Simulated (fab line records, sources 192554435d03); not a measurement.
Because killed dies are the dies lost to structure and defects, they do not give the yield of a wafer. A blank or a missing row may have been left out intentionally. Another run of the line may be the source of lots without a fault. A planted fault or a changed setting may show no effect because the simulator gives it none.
Chamber matching | flow n5-finfet | N5_FIN_SAQP_ALD_61 on ald-sin-04: 4 sister chambers
The step deposits SiO2, target thk 4 nm, pulse time 1 s, purge time 2 s. 20 wafers are shown with their chamber, then 10 later ones without.

## WAFERS WITH THEIR CHAMBER
wafer  | chamber | heater-power-w (W) | precursor-pulse-height-rel
L076.3 | 3       | 463                | 1.023
L076.4 | 1       | 456                | 0.973
L076.6 | 1       | 474                | 1.015
L079.4 | 2       | 505                | 1.004
L079.5 | 0       | 460                | 0.993
L079.6 | 3       | 457                | 1.022
L082.1 | 2       | 513                | 1.011
L082.2 | 1       | 463                | 1.005
L082.3 | 0       | 456                | 1.011
L084.2 | 0       | 462                | 1.039
L084.4 | 2       | 519                | 1.004
L084.5 | 2       | 518                | 1.015
L086.1 | 2       | 510                | 1.012
L086.4 | 0       | 460                | 1.024
L086.5 | 0       | 462                | 0.987
L089.1 | 2       | 517                | 1.034
L089.4 | 3       | 460                | 0.973
L089.5 | 2       | 528                | 1.012
L090.2 | 2       | 516                | 1.010
L090.4 | 1       | 468                | 0.981

SIGNATURES (averages over the wafers above)
reading                    | chamber 0 | chamber 1 | chamber 2 | chamber 3 | scatter within a chamber
heater-power-w             | 460.00    | 465.25    | 515.75    | 460.00    | 5.81
precursor-pulse-height-rel | 1.01080   | 0.99350   | 1.01275   | 1.00600   | 0.0182
Rule: a wafer's distance from a chamber is the root of the sum, over the readings, of the square of ((its reading less the chamber's mean) divided by the reading's scatter). The wafer belongs to the nearest chamber; if the next one is less than 2 further off, it can't be placed. The scatter is the square root of a quotient: the sum, over the shown wafers, of each reading's squared deviation from its chamber's mean, divided by wafers minus chambers.

## WAFERS MISSING THEIR CHAMBER
wafer  | heater-power-w (W) | precursor-pulse-height-rel
L090.6 | 459                | 1.022
L092.1 | 456                | 1.003
L092.4 | 472                | 1.015
L092.5 | 471                | 1.010
L094.3 | 474                | 1.024
L094.5 | 461                | 1.003
L094.6 | 524                | 0.998
L097.2 | 465                | 0.994
L097.4 | 469                | 0.986
L097.6 | 460                | 1.036

## WHICH CHAMBER EACH WENT THROUGH
wafer  | from the rows above          | in truth
L090.6 | can't be placed: 0 or 3 or 1 | 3
L092.1 | can't be placed: 3 or 0 or 1 | 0
L092.4 | can't be placed: 1 or 0 or 3 | 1
L092.5 | can't be placed: 1 or 0 or 3 | 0
L094.3 | can't be placed: 1 or 0 or 3 | 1
L094.5 | can't be placed: 3 or 0 or 1 | 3
L094.6 | 2                            | 2
L097.2 | can't be placed: 1 or 3 or 0 | 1
L097.4 | can't be placed: 1 or 3 or 0 | 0
L097.6 | can't be placed: 0 or 3 or 1 | 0
Correctly placed: 1 of 10. Cannot be placed on the basis of these rows: 9; the candidates contain the true chamber in 9. Placed wrongly: 0.
